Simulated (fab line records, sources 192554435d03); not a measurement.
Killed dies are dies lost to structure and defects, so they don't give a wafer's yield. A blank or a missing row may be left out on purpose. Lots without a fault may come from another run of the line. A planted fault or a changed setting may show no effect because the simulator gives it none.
Chamber matching | flow n5_finfet | N5_BEOL_M1_PRE_CLEAN_60 on cvd_co-02: 3 sister chambers
The step time 15 s. 6 wafers are shown with their chamber, then 12 later ones without.

WAFERS WITH THEIR CHAMBER
wafer  | chamber | heater_power_w (W)
L092.1 | 0       | 81
L091.4 | 2       | 62
L091.6 | 1       | 115
L093.1 | 0       | 81
L093.3 | 1       | 114
L093.5 | 2       | 62

WAFERS WITHOUT THEIR CHAMBER
wafer  | heater_power_w (W)
L096.1 | 80
L096.2 | 118
L096.3 | 61
L095.1 | 115
L095.2 | 61
L095.4 | 82
L094.1 | 120
L094.4 | 61
L094.5 | 117
L097.4 | 115
L097.5 | 81
L097.6 | 61

WHICH CHAMBER EACH WENT THROUGH
wafer  | from the rows above | in truth
L096.1 | 0                   | 0
L096.2 | 1                   | 1
L096.3 | 2                   | 2
L095.1 | 1                   | 1
L095.2 | 2                   | 2
L095.4 | 0                   | 0
L094.1 | 1                   | 1
L094.4 | 2                   | 2
L094.5 | 1                   | 1
L097.4 | 1                   | 1
L097.5 | 0                   | 0
L097.6 | 2                   | 2
Placed correctly: 12 of 12. Can't be placed from these rows: 0. Placed wrongly: 0.
How it was worked out, from the rows above alone: a wafer's distance from a chamber is the root of the sum, over the readings, of the square of ((its reading less the chamber's mean) divided by the reading's scatter). The wafer belongs to the nearest chamber; if the next one is less than 2 further off, it can't be placed. A chamber's mean is the mean of its shown wafers. The scatter: the root of (the sum of the squares of (reading less its chamber's mean) over the shown wafers, divided by (wafers less chambers)).
